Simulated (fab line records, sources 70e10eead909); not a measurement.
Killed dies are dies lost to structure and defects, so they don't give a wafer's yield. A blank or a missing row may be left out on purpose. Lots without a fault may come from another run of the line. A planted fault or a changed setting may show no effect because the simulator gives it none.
fab line records | flow nand_harc
record lots=13 wafers=39 last_day=33
route steps=1302 shown A_ONON_D1@447 A_CHANNEL_HOLE_D1@474 A_CHANNEL_FILL_D1@494
lots that met no fault: from a run of the same line without faults
start_h: hours from the record's first day to the start of the lot's first wafer shown | wait_h: hours since the lot's step before | " the same as in the row above | L1.1+2: a row that stands for several wafers | - no value, or no start given | * or withheld: withheld | < > ~ a bound
route shown NAME@n: a module of which the file shows steps, and the number in the route of the first | usual: mean/standard deviation of fault-free wafers | same: alike in all rows | chamber/n: place in a boat | sites: the reading at each site | _std_site: their standard deviation | _edge_site: outer sites' mean less inner sites' | radius_mm: how far each site lies from the wafer's centre | mask NAME#n: copy n | behind: the tool/chamber that last shaped the wafer | hold: why the lot was held/for how many hours/how that ended | device: the transistor (n, p or np) that didn't switch | end of line: the same wafers' tests at the end of the route | a step without rows: its recipe alone | killed: dies lost to structure and defects at the first sort, not the wafer's yield | map: a wafer's dies, x killed, . not, _ none there
set.NAME: the setting as run; set.NAME@STEP: as run at that earlier step | model.NAME: the simulator's own value behind a step, which no gauge read
steps of the route over a sample of lots; a table a step, a row a wafer
services: from which hour (start_h, from the record's first day; less than 0 if before it) a tool's chamber was out of use, for how many hours, and why
## steps
# step NHARC_A_ONON_D1_THK_MEAS_34
# recipe thk_meas_gauge=ellipsometry
# usual thk_nm=199.9/2.6
# columns lot.wafer tool chamber start_h wait_h thk_nm
L556.1 film_metro-02 - 181.79 - 198.6
L556.4 " - " " 202.7
L556.6 " - " " 198.2
L557.2 film_metro-01 - 193.68 - 200.9
L557.3 " - " " 199.2
L557.4 " - " " 201.5
L558.1 film_metro-01 - 203.86 - 200.2
L558.2 " - " " 197.4
L558.3 " - " " 196.4
L560.2 film_metro-02 - 226.17 - 196.4
L560.5 " - " " 201.4
L560.6 " - " " 198.8
L562.1 film_metro-02 - 243.82 - 197.3
L562.3 " - " " 194.8
L562.5 " - " " 198.2
L561.1 film_metro-01 - 243.86 - 198.7
L561.2 " - " " 199.1
L561.4 " - " " 200.7
L564.1 film_metro-01 - 270.50 - 197.5
L564.2 " - " " 196.8
L564.4 " - " " 202.1
L565.1 film_metro-02 - 270.72 - 199.5
L565.4 " - " " 201.5
L565.6 " - " " 204.2
L566.1 film_metro-01 - 288.96 - 194.4
L566.2 " - " " 197.7
L566.5 " - " " 199.0
L570.2 film_metro-01 - 333.52 - 202.0
L570.4 " - " " 203.4
L570.5 " - " " 206.1
L576.3 film_metro-01 - 378.10 - 200.6
L576.4 " - " " 203.2
L576.5 " - " " 202.9
L577.1 film_metro-01 - 390.63 - 197.8
L577.4 " - " " 200.6
L577.6 " - " " 199.7
L578.3 film_metro-02 - 403.49 - 193.5
L578.4 " - " " 197.6
L578.6 " - " " 203.9
# step NHARC_A_CHANNEL_HOLE_D1_ETCH_22
# recipe bias_v=3000 source_w=withheld pressure_mtorr=20 time_s=666.7 ar_flow_sccm=375 c4f8_flow_sccm=89.3 o2_flow_sccm=35.7 temp_c=-20 target_depth_a=16000 chemistry=C4F8/O2/Ar
# usual drypump_motor_current_A=5.9/0.31 he_backside_leak_sccm=6.2/0.86 oes_air_line_au=0.999/0.021 showerhead_plenum_p_Torr=3.57/0.13 throttle_valve_pct=32.156/0.0098
# same time_s=666.7
# columns lot.wafer tool chamber start_h wait_h drypump_motor_current_A he_backside_leak_sccm oes_air_line_au rf_hours_counter_h showerhead_plenum_p_Torr throttle_valve_pct
L556.1 har_etch-02 1 187.80 0.4 6.3 6.3 1.002 299 3.47 32.154
L556.4 " 0 " " 5.5 7.0 0.987 - 3.45 32.155
L556.6 " 0 " " 5.5 7.1 1.010 - 3.45 32.152
L557.2 har_etch-01 0 199.07 0.4 5.7 5.8 0.999 92 3.73 32.147
L557.3 " 0 " " 5.7 6.3 1.003 - 3.73 32.159
L557.4 " 1 " " 6.2 4.8 0.995 - 3.56 32.163
L558.2 har_etch-01 1 217.90 0.4 6.2 5.5 1.008 103 3.56 32.163
L558.1 " 0 " " 5.7 5.7 0.992 103 3.72 32.142
L558.3 " 0 " " 5.7 5.9 0.981 - 3.72 32.151
L560.2 har_etch-01 0 231.83 0.4 5.7 5.9 0.967 111 3.72 32.150
L560.6 " 0 " " 5.7 6.0 1.009 - 3.72 32.158
L560.5 " 1 " " 6.2 5.2 0.976 - 3.56 32.159
L562.1 har_etch-02 1 249.03 0.4 6.3 6.7 1.015 333 3.45 32.158
L562.3 " 1 " " 6.3 7.0 0.996 - 3.45 32.160
L562.5 " 1 " " 6.3 6.5 0.954 - 3.45 32.136
L561.2 har_etch-01 0 249.35 0.4 5.7 5.7 0.997 119 3.72 32.171
L561.1 " 1 " " 6.2 5.6 1.006 119 3.55 32.144
L561.4 " 1 " " 6.2 5.1 0.992 - 3.55 32.169
L564.2 har_etch-01 0 279.32 0.4 5.7 6.3 0.969 134 3.71 32.162
L564.1 " 1 " " 6.2 5.2 1.014 134 3.54 32.164
L564.4 " 1 " " 6.2 9.8 1.018 - 3.54 32.164
L565.1 har_etch-02 1 281.12 0.4 6.3 6.9 1.014 352 3.44 32.165
L565.4 " 0 " " 5.5 7.3 1.000 - 3.42 32.151
L565.6 " 1 " " 6.3 6.7 0.983 - 3.44 32.158
L566.1 har_etch-01 0 294.26 0.4 5.7 6.0 0.990 145 3.70 32.144
L566.2 " 1 " " 6.3 5.4 0.991 145 3.54 32.162
L566.5 " 1 " " 6.2 5.4 0.996 - 3.54 32.150
L570.2 har_etch-01 0 338.55 0.4 5.7 6.1 0.988 169 3.69 32.162
L570.4 " 0 " " 5.6 6.1 0.985 - 3.69 32.151
L570.5 " 0 " " 5.7 6.2 1.016 - 3.69 32.166
L576.3 har_etch-01 0 393.27 0.4 5.7 6.3 1.019 - 3.67 32.154
L576.4 " 1 " " 6.2 5.4 1.038 - 3.50 32.170
L576.5 " 1 " " 6.2 5.5 1.018 - 3.50 32.168
L577.1 har_etch-02 0 398.48 0.4 5.5 4.6 1.006 1 3.93 32.149
L577.4 " 0 " " 5.5 4.5 1.006 - 3.93 32.173
L577.6 " 1 " " 6.3 5.5 1.012 - 3.93 32.127
L578.3 har_etch-01 1 412.80 0.4 6.2 5.3 1.014 - 3.50 32.154
L578.4 " 0 " " 5.7 6.1 1.007 - 3.66 32.153
L578.6 " 1 " " 6.2 5.2 0.991 - 3.50 32.149
# step NHARC_A_CHANNEL_FILL_D1_ALD_14
# recipe target_thk_a=25 pulse_time_s=10 ald_cycles=25 temp_c=300 material=SiO2
# usual ald_cycles=25/0 heater_power_w=458/31 precursor_pulse_height_rel=1.003/0.02
# same pulse_time_s=10
# columns lot.wafer tool chamber start_h wait_h ald_cycles heater_power_w precursor_pulse_height_rel since_wet_clean_h
L556.4 ald_hk-04 2 199.89 0.1 25 482 1.018 113
L556.1 " 3 " " 25 466 1.004 113
L556.6 " 1 " " 25 475 1.012 -
L557.2 ald_hk-02 2 220.28 2.1 25 492 1.011 37
L557.3 " 3 " " 25 434 0.981 37
L557.4 " 1 " " 25 444 1.017 37
L558.2 ald_hk-03 1 230.70 0.0 25 504 0.994 9
L558.1 " 3 " " 25 415 0.988 9
L558.3 " 0 " " 25 401 1.030 9
L560.2 ald_hk-04 2 244.93 0.2 25 497 1.006 158
L560.6 " 3 " " 25 448 0.982 -
L560.5 " 0 " " 25 459 0.988 -
L561.2 ald_hk-03 1 260.97 0.0 25 491 0.967 39
L561.4 " 3 " " 25 426 1.057 39
L561.1 " 0 " " 25 399 0.956 39
L562.3 ald_hk-02 3 261.04 0.1 25 445 1.021 78
L562.1 " 0 " " 25 453 1.024 78
L562.5 " 2 " " 25 468 0.990 -
L565.1 ald_hk-02 2 291.55 0.0 25 478 0.998 109
L565.4 " 1 " " 25 439 1.015 109
L565.6 " 3 " " 25 428 1.033 -
L564.2 ald_hk-03 1 291.55 0.0 25 508 1.021 70
L564.1 " 2 " " 25 437 1.000 70
L564.4 " 3 " " 25 413 0.969 70
L566.2 ald_hk-03 2 307.65 1.3 25 427 1.043 86
L566.1 " 3 " " 25 433 1.000 86
L566.5 " 1 " " 25 516 1.016 -
L570.4 ald_hk-03 1 350.60 0.0 28 505 1.000 129
L570.2 " 2 " " 25 427 0.995 129
L570.5 " 1 " " 28 497 1.031 -
L576.3 ald_hk-04 3 405.12 0.0 25 470 1.016 140
L576.4 " 0 " " 25 437 0.988 140
L576.5 " 3 " " 25 470 0.992 -
L577.4 ald_hk-04 0 411.56 0.0 25 435 0.983 147
L577.1 " 3 " " 25 481 1.006 147
L577.6 " 1 " " 25 502 0.976 -
L578.3 ald_hk-04 2 424.63 0.0 25 488 0.989 160
L578.4 " 1 " " 25 499 1.008 160
L578.6 " 2 " " 25 479 0.990 -
# step NHARC_A_CHANNEL_FILL_D1_INSPECT_13
# usual raw_defect_count=317/130
# columns lot.wafer tool chamber start_h wait_h raw_defect_count
L556.1 defect_inspect-02 - 249.24 0.0 642
L556.4 " - " " 420
L556.6 " - " " 542
L557.2 defect_inspect-02 - 261.44 0.0 202
L557.3 " - " " 205
L557.4 " - " " 185
L558.1 defect_inspect-01 - 273.22 0.0 251
L558.2 " - " " 233
L558.3 " - " " 316
L560.2 defect_inspect-02 - 286.73 0.0 330
L560.5 " - " " 287
L560.6 " - " " 279
L561.1 defect_inspect-01 - 304.73 0.0 240
L561.2 " - " " 328
L561.4 " - " " 469
L562.1 defect_inspect-02 - 304.74 0.0 204
L562.3 " - " " 264
L562.5 " - " " 217
L564.1 defect_inspect-02 - 332.45 0.0 563
L564.2 " - " " 485
L564.4 " - " " 203
L565.1 defect_inspect-01 - 332.46 0.0 293
L565.4 " - " " 283
L565.6 " - " " 430
L566.1 defect_inspect-02 - 351.40 0.0 370
L566.2 " - " " 212
L566.5 " - " " 200
L570.2 defect_inspect-01 - 391.61 0.0 355
L570.4 " - " " 208
L570.5 " - " " 205
L576.3 defect_inspect-01 - 446.12 0.0 744
L576.4 " - " " 486
L576.5 " - " " 352
L577.1 defect_inspect-01 - 456.12 0.0 259
L577.4 " - " " 173
L577.6 " - " " 207
L578.3 defect_inspect-02 - 465.55 0.0 190
L578.4 " - " " 234
L578.6 " - " " 212
## services
# columns tool chamber start_h hours kind
ald_hk-02 - 173.00 10.0 pm
ald_hk-03 - 212.00 10.0 pm
ald_hk-03 0 212.00 10.0 vent_cycle
ald_hk-03 1 212.00 10.0 vent_cycle
ald_hk-03 2 212.00 10.0 vent_cycle
ald_hk-03 3 212.00 10.0 vent_cycle
ald_hk-03 0 222.00 - clean
ald_hk-03 1 222.00 - clean
ald_hk-03 2 222.00 - clean
ald_hk-03 3 222.00 - clean
ald_hk-04 0 254.83 10.0 vent_cycle
ald_hk-04 1 254.83 10.0 vent_cycle
ald_hk-04 0 264.83 - clean
ald_hk-04 1 264.83 - clean
ald_hk-04 2 264.83 - clean
ald_hk-04 3 264.83 - clean
ald_hk-02 - 279.26 3.3 repair
ald_hk-02 - 328.99 1.2 repair
ald_hk-02 - 351.00 10.0 pm
har_etch-02 - 380.62 17.0 pm
ald_hk-03 - 390.00 10.0 pm
ald_hk-03 0 390.00 10.0 vent_cycle
ald_hk-03 1 390.00 10.0 vent_cycle
ald_hk-03 2 390.00 10.0 vent_cycle
## key
first_sign step=NHARC_A_CHANNEL_FILL_D1_ALD_14 reading=ald_cycles direction=up sigmas=99+ usual=25 struck=28
effect none on later readings
met_at NHARC_A_CHANNEL_FILL_D1_ALD_14
struck_lots L570
struck_wafers L570.4,L570.5
tester_left_out L570
not_acting_at NHARC_A_ONON_D1_THK_MEAS_34,NHARC_A_CHANNEL_HOLE_D1_ETCH_22,NHARC_A_CHANNEL_FILL_D1_INSPECT_13
onset_between 307.65 350.60
fault kind=process_parameter_drift tool=ald_hk-03 chamber=1 onset_h=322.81 steps=NHARC_A_CHANNEL_FILL_D1_ALD_14 channel=ald_cycles offset=3 shape=step end_h=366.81 acts_in=these_recipes_only stated=25
# tester_left_out: of these lots the tester's yield and bins aren't shown, on N5 and GAA mostly nor the transistor test; their killed dies are dies lost to structure and defects alone, not to doping, threshold or leakage, so they don't give the yield
